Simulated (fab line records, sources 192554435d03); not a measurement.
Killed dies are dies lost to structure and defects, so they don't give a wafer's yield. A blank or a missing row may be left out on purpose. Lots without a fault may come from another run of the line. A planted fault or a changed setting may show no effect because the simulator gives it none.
Split-lot experiment | flow n5_finfet | 7 lots, 21 wafers read, on a route of 1938 steps

THE SPLIT
At N5_BEOL_M1_EXPOSE_25 (exposes mask V0, defocus 5 nm, target cd 24 nm), the setting dose_mj was moved away from the recipe's 63 on 6 of the 21 wafers read, by -3.0% to +6.7%. The other wafers ran this setting at the recipe's value.

FROM THE SPLIT TO THE READING: what the file shows between them, 5 steps
- N5_BEOL_M1_ALD_98: deposits SiO2, target thk 2.5 nm, pulse time 1 s, co reactant pulse time 1 s (also split here: temp_c)
- N5_BEOL_M1_ETCHBACK_99: etches SiO2 in CHF3, target depth 5 nm, time 10.4 s
- N5_BEOL_M1_ETCH_70: etches SOC in N2/H2, target depth 80 nm, overetch 16 nm, time 120 s
- N5_BEOL_M1_STRIP_71: strips in N2/H2
- N5_BEOL_M1_STRIP_78: strips in N2/H2

THE READING
BEOL_M1.cd_nm (the simulator's own value, which no gauge read), in nm, at N5_BEOL_M1_VIA_ETCH_34 (etches the open film in C4F6/O2, target depth 67.8 nm, time 64.4 s). The file gives no usual value for it. The 15 wafers here that ran the recipe average 17.9 nm, standard deviation 0.22 nm.

wafer  | tool, chamber at the split | dose_mj as run | against the recipe | BEOL_M1.cd_nm, nm | against lot-mates on the recipe
L074.2 | euv_scanner-02, 0          | 63             | recipe             | 18                | -
L074.4 | euv_scanner-02, 0          | 63             | recipe             | 18                | -
L074.6 | euv_scanner-02, 0          | 63             | recipe             | 18.2              | -
L078.3 | euv_scanner-02, 0          | 63             | recipe             | 18                | -
L078.5 | euv_scanner-02, 0          | 63             | recipe             | 17.8              | -
L078.6 | euv_scanner-02, 0          | 63             | recipe             | 18.2              | -
L077.3 | euv_scanner-02, 0          | 63             | recipe             | 17.8              | -
L077.6 | euv_scanner-02, 0          | 63             | recipe             | 17.8              | -
L077.4 | euv_scanner-02, 0          | 64.81          | +2.9%              | 18.6              | +0.8
L079.2 | euv_scanner-02, 0          | 63             | recipe             | 18.2              | -
L079.5 | euv_scanner-02, 0          | 61.18          | -2.9%              | 17.4              | -0.6
L079.6 | euv_scanner-02, 0          | 63             | recipe             | 17.8              | -
L082.2 | euv_scanner-02, 0          | 63             | recipe             | 17.4              | -
L082.4 | euv_scanner-02, 0          | 61.13          | -3.0%              | 17                | -0.5
L082.6 | euv_scanner-02, 0          | 63             | recipe             | 17.6              | -
L094.3 | euv_scanner-01, 0          | 63             | recipe             | 18                | -
L094.4 | euv_scanner-01, 0          | 61.53          | -2.3%              | 17.4              | -0.5
L094.6 | euv_scanner-01, 0          | 63             | recipe             | 17.8              | -
L096.1 | euv_scanner-01, 0          | 67.24          | +6.7%              | 19                | +1.2
L096.2 | euv_scanner-01, 0          | 63             | recipe             | 17.8              | -
L096.6 | euv_scanner-01, 0          | 67.24          | +6.7%              | 19.2              | +1.4

THE FIT
A straight line over all 21 wafers: BEOL_M1.cd_nm changes by +0.195 nm for each +1% of dose_mj; r = +0.91; the points scatter about the line by 0.21 nm.
The same after taking each lot's own level away (the mean of its wafers on the recipe; 21 wafers): +0.199 nm for each +1%; r = +0.97; scatter 0.13 nm.
On that fit, the largest move of dose_mj shifts the reading by 1.3 nm.
The lots' own levels span 17.50 to 18.07 nm, that is 2.6 times the standard deviation above.
So the lot-to-lot level changes the slope little: the two slopes agree.
Check: with one of the wafers moved furthest among these (+6.7%) left out of the fit, the line predicts +1.44 nm for it against its lot-mates. It came out at +1.2 nm against them.

OTHER SPLITS ON THESE WAFERS
These wafers also went through other splits before the reading. Each is held against what the fit with the lots' levels taken away leaves over:
other split on the same wafers              | wafers away from the commonest value | r with BEOL_M1.cd_nm (lot level and that fit taken away)
N5_SD_EPI_P_ETCH_16 target_depth_a          | 6                                    | -0.08
N5_SDB_ALD_29 ald_cycles                    | 5                                    | +0.37
N5_GATE_CUT_ETCH_58 bias_w                  | 7                                    | +0.03
N5_MOL_CONTACT_COAG_ETCH_105 bias_w         | 8                                    | +0.24
N5_BEOL_M0_SAQP_COAT_08 spin_rpm            | 8                                    | -0.03
N5_BEOL_M0_SAQP_SPACER2_ALD_26 target_thk_a | 6                                    | +0.27
N5_BEOL_M0_SAQP_COAT_72 spin_rpm            | 9                                    | -0.12
N5_BEOL_M0_CUTY_ETCH_63 source_w            | 9                                    | -0.12
N5_BEOL_M1_ALD_98 temp_c                    | 4                                    | +0.20

THE FILE'S OWN FIT
BEOL_M1.cd_nm changes by +0.203 nm for each +1% of dose_mj, r = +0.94.
